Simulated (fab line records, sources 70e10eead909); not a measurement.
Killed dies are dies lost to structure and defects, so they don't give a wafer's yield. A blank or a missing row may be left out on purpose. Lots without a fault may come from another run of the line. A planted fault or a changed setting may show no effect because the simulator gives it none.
A struck lot beside a sound one | flow nand_harc | 26 steps out of a route of 1302
Sound: wafers L916.3, L916.5, L916.6. Struck: wafer L927.5. (L927.2, L927.4 of the same lot were not struck and are left out.) The cause comes at the end.
At each step with rows: each side's tool, then ch and its chambers, then its first start. Under that, the readings that differ: sound wafers | struck wafers | difference of the means | sigmas: that difference in standard deviations of wafers without a fault.
alike: readings whose means differ by less than 2 such deviations, and words and numbers that are the same on both sides. not compared: withheld readings, readings that some wafer has no value for, bounds like >300 that may hide the same value, and numbers for which the record gives no deviation and whose values overlap.
The two part at a step that has a row with sigmas, a row that says differs or no value, or rows on one side only. Numbers that don't overlap but have no deviation are shown without sigmas and don't part them. A reading that every wafer of one side lacks parts them only if that side has two wafers or more.

NHARC_A_BLC_STRIP_29: strips in CF4.
  sound on rie_diel-08 ch 0,1,3, day 26 15:23; struck on rie_diel-06 ch 3, day 31 07:38
  alike: cf4_flow_sccm, drypump_motor_current_A, oes_product_au, rf_vpp_V, showerhead_plenum_p_Torr, throttle_valve_pct
  not compared: rf_hours_counter_h
then, 5 steps without rows for these wafers: NHARC_A_BLC_STRIP_21 (strips in O2); NHARC_A_BLC_STRIP_22 (strips in post etch residue remover, time 600 s); NHARC_A_BLC_DEGAS_30 (time 60 s); NHARC_A_BLC_PRE_CLEAN_31 (time 15 s); NHARC_A_BLC_PVD_32 (deposits Ti, target thk 5 nm, time 17.7 s).
NHARC_A_BLC_ALD_23: deposits TiN, target thk 3 nm, pulse time 1 s, ald cycles 150.
  sound on ald_metal-01 ch 1,2,3, day 26 16:10; struck on ald_metal-02 ch 0, day 31 08:26
  alike: heater_power_w, precursor_pulse_height_rel
NHARC_A_BLC_CVD_24: deposits W, target thk 150 nm, time 434 s.
  sound on cvd_w-02 ch 0,1; struck on cvd_w-02 ch 0
  alike: heater_power_w, throttle_valve_pct
NHARC_A_BLC_CMP_25: polishes, t overpolish 30 s, target thk 150 nm.
  sound on cmp-01 ch 2,3, day 26 16:53; struck on cmp-02 ch 1, day 31 09:38
  alike: edge_zone_pressure_frac, motor_current_A, overpolish_run_s, time_to_endpoint_s
then, 1 step without rows for these wafers: NHARC_A_BLC_SRD_27.
NHARC_A_BLC_INSPECT_28:
  sound on defect_inspect-01, day 26 17:16; struck on defect_inspect-01, day 31 10:00
  alike: raw_defect_count
NHARC_A_M0_DEP_00: deposits SiOC, target thk 150 nm.
  sound on pecvd-01 ch 0,2, day 26 17:25; struck on pecvd-02 ch 0, day 31 10:04
  alike: showerhead_vpp_V
then, 9 steps without rows for these wafers: NHARC_A_M0_DEHYDRATE_01 (time 120 s); NHARC_A_M0_HMDS_02 (time 30 s); NHARC_A_M0_COAT_33 (time 65 s); NHARC_A_M0_COAT_03 (resist thk 90 nm); NHARC_A_M0_SOFTBAKE_04 (time 55 s); NHARC_A_M0_EBR_05; NHARC_A_M0_EXPOSE_06 (exposes mask A M0, target cd 80 nm); NHARC_A_M0_PEB_07 (peb time 65 s); NHARC_A_M0_DEVELOP_08 (develop time 35 s).
NHARC_A_M0_CD_MEAS_09: target cd 80 nm.
  sound on cd_sem-01 ch 0, day 26 18:10; struck on cd_sem-02 ch 0, day 31 10:47
  alike: cd_nm
NHARC_A_M0_OVL_MEAS_10: pitch 160 nm.
  sound on overlay-02, day 26 18:15; struck on overlay-01, day 31 10:52
  alike: overlay_x_nm, overlay_y_nm
NHARC_A_M0_INSPECT_11:
  sound on defect_inspect-01, day 26 18:17; struck on defect_inspect-02, day 31 10:54
  reading          | sound    | struck | difference | sigmas
  raw_defect_count | 85 92 76 | 669    | +585       | +16
NHARC_A_M0_DESCUM_14: chemistry O2, time 3 s.
  sound on rie_diel-01 ch 0,1,3, day 26 18:23; struck on rie_diel-07 ch 0, day 31 10:58
  reading      | sound          | struck | difference | sigmas
  rf_vpp_V (V) | 57.2 59.7 60.0 | 57.2   | -1.8       | -2
  alike: drypump_motor_current_A, oes_product_au, showerhead_plenum_p_Torr, throttle_valve_pct
  not compared: rf_hours_counter_h
NHARC_END_SORT_01:
  the record has rows for the struck wafers here (prober-02 ch 0, day 33 05:47) and none for the sound ones

WHERE THEY PART
First at NHARC_A_M0_INSPECT_11; last, within this record, at NHARC_END_SORT_01.

WHY: what the simulator had put in
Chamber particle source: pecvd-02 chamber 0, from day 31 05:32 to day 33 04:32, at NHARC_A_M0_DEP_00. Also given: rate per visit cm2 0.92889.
